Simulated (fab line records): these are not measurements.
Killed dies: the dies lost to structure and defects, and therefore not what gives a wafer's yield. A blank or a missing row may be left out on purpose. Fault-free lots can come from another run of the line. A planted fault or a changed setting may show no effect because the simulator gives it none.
Split-lot trial    flow n5-finfet    7 lots, 21 wafers read, on a route of 1938 steps

== THE SPLIT ITSELF ==
At N5_WELL_APT_PEB_23 (peb time 90 s), the setting peb-temp-c was moved away from the recipe's 130 C on 4 of the 21 wafers read, by -1.8% to +2.8%. For the rest of the wafers, this setting stayed at what the recipe calls for.

== FROM THE SPLIT TO THE READING: what the file shows between them, 2 steps ==
- N5_WELL_APT_DEVELOP_24: develop time 45 s (also split here: develop-time-s)
- N5_WELL_APT_HARDBAKE_29: time 120 s

== THE READING ==
cd-nm at N5_WELL_APT_CD_MEAS_25, given in nm (cd target 200 nm). Typical for fault-free wafers on this fab line: 199.3 nm, with standard deviation 1.4 nm.

wafer   tool, chamber at the split  peb-temp-c as run, C  against the recipe  cd-nm, nm  against lot-mates on the recipe
L074.1  litho-track-05, 0           130                   recipe              201.5      -
L074.2  litho-track-05, 0           130                   recipe              200.3      -
L074.5  litho-track-05, 0           130                   recipe              197.8      -
L076.3  litho-track-04, 0           132.7                 +2.1%               212.2      +12.7
L076.4  litho-track-04, 0           130                   recipe              201.5      -
L076.6  litho-track-04, 0           130                   recipe              197.5      -
L077.4  litho-track-01, 0           130                   recipe              199.1      -
L077.5  litho-track-01, 0           130                   recipe              199.3      -
L077.6  litho-track-01, 0           127.6                 -1.8%               181.1      -18.1
L078.2  litho-track-04, 0           133.6                 +2.8%               217.6      +17.4
L078.3  litho-track-04, 0           130                   recipe              199.9      -
L078.6  litho-track-04, 0           130                   recipe              200.4      -
L086.1  litho-track-01, 0           127.8                 -1.7%               185.0      -12.3
L086.2  litho-track-01, 0           130                   recipe              198.7      -
L086.3  litho-track-01, 0           130                   recipe              195.9      -
L087.2  litho-track-01, 0           130                   recipe              202.0      -
L087.5  litho-track-01, 0           130                   recipe              199.8      -
L087.6  litho-track-01, 0           130                   recipe              200.8      -
L091.2  litho-track-04, 0           130                   recipe              198.9      -
L091.3  litho-track-04, 0           130                   recipe              199.9      -
L091.4  litho-track-04, 0           130                   recipe              197.4      -

THE FIT
A straight line over all 21 wafers: cd-nm changes by +7.44 nm for each +1% of peb-temp-c; r = +0.96; the points scatter about the line by 2 nm.
The same after taking each lot's own level away (the mean of its wafers on the recipe; 21 wafers): +7.1 nm for each +1%; r = +0.97; scatter 1.7 nm.
That fit puts the effect of the largest move of peb-temp-c on the reading at 20 nm.
Measured against the standard deviation above, the lots' own levels, which go from 197.30 to 200.87 nm, span 2.5 times it.
Consequently the slope shifts little with the lot-to-lot level, the two slopes agreeing.
Check: for one of the wafers moved furthest among these (+2.8%), held out of the fit, the line's prediction against its lot-mates is +20.6 nm. Against them it came out at +17.4 nm.

== THESE WAFERS: OTHER SPLITS ==
These wafers also went through other splits before the reading. Each is held against what the fit with the lots' levels taken away leaves over:
other split on the same wafers         wafers away from the commonest value  r with cd-nm (lot level and that fit taken away)
N5_WELL_APT_COAT_02 spin-rpm           7                                     +0.24
N5_WELL_APT_DEVELOP_24 develop-time-s  10                                    +0.25

== THE WHOLE CHAIN: every reading that the file lists as answering this split, in the file's order ==
step                    what it does              reading                                                          change (the file's fit)               r (the file's)
N5_WELL_APT_CD_MEAS_25  target cd 200 nm          cd-nm                                                            +7.06 nm for each +1% of the setting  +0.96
N5_WELL_APT_DESCUM_30   chemistry O2, time 7.9 s  WELL_APT.cd-nm (the simulator's own value, which no gauge read)  +6.96 nm for each +1% of the setting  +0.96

== FILE'S OWN FIT ==
cd-nm changes by +7.06 nm for each +1% of peb-temp-c, r = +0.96.
